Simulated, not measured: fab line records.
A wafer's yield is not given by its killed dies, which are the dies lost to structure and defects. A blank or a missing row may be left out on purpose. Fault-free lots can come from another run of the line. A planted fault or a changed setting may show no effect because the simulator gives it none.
Which tool is to blame? ; flow n5 finfet ; Sampling: 11 lots, 33 wafers, 3 of 1938 route steps

== WHAT THE GAUGES SHOWED, per wafer ==
N5_PASSIVATION_CD_MEAS_44 targets a cd of 40000 nm.
lot;measured;on;cd nm (nm)
L286;day 12 10:19;cd sem-03;39995 39997 39996
L288;day 12 11:48;cd sem-02;40000 40000 39998
L290;day 13 02:53;cd sem-01;39995 39996 40001
L291;day 13 10:22;cd sem-01;40000 40002 40002
L292;day 13 10:02;cd sem-03;39995 39994 39995
L296;day 15 06:58;cd sem-01;39997 39999 39997
L298;day 15 09:44;cd sem-02;39992 39991 39995
L299;day 15 05:58;cd sem-03;40001 40000 39995
L301;day 16 04:53;cd sem-01;39997 40003 40000
L303;day 16 15:35;cd sem-03;39999 39999 40005
L304;day 17 04:50;cd sem-02;39998 40001 40005

== TOOL THAT RAN EACH LOT (tool first, then ch and the chambers of the sampled wafers, then the start) ==
lot;N5_HKMG_FIN_ALD_71;N5_PASSIVATION_PASS_ETCH_74
L286;ald metal-03 ch 0,1, day 4 10:20;rie diel-06 ch 0,1, day 12 06:40
L288;ald metal-03 ch 0,2,3, day 4 21:08;rie diel-06 ch 0,1,3, day 12 07:50
L290;ald metal-03 ch 1,2, day 5 04:27;rie diel-02 ch 0,1,2, day 12 22:24
L291;ald metal-01 ch 0,1,2, day 5 12:34;rie diel-02 ch 0,1,3, day 13 06:58
L292;ald metal-01 ch 0,2,3, day 5 23:16;rie diel-06 ch 0,2,3, day 13 04:07
L296;ald metal-04 ch 1,2, day 6 21:50;rie diel-05 ch 1,2,3, day 15 03:18
L298;ald metal-01 ch 0,1,2, day 7 09:20;rie diel-05 ch 0,2, day 15 06:41
L299;ald metal-01 ch 2,3, day 7 11:28;rie diel-05 ch 1,2,3, day 15 02:17
L301;ald metal-01 ch 1,2,3, day 8 09:13;rie diel-05 ch 0,1,2, day 16 00:02
L303;ald metal-04 ch 2,3, day 8 10:53;rie diel-02 ch 0,3, day 16 10:39
L304;ald metal-03 ch 1,2,3, day 8 17:32;rie diel-02 ch 1,2,3, day 17 01:37
- N5_HKMG_FIN_ALD_71: deposits TiN, target thk 1 nm, pulse time 1 s, purge time 3 s.
- N5_PASSIVATION_PASS_ETCH_74: etches SiNx in CF4/O2, target depth 220 nm, time 110 s.

== THE ANSWER, worked out from the rows above alone ==
Rule: the usual values come from the lots themselves. The widest of any qualifying gaps counts: lots, ordered by their means at a reading, are off when they make up no more than a third of the lots, leave a main group of 4 or more, and stand apart from it by 3 or more times the standard deviation of that group's means. A main group whose means are all the same, to the digits that the tables above print for the reading, isn't used. Also off: a lot with no number at a reading for which 4 or more lots have one. The other lots that the step has rows for count as sound.
No lot is off at any reading shown: from this, nothing can be told.

== WHAT HAD BEEN PUT IN BY THE SIMULATOR ==
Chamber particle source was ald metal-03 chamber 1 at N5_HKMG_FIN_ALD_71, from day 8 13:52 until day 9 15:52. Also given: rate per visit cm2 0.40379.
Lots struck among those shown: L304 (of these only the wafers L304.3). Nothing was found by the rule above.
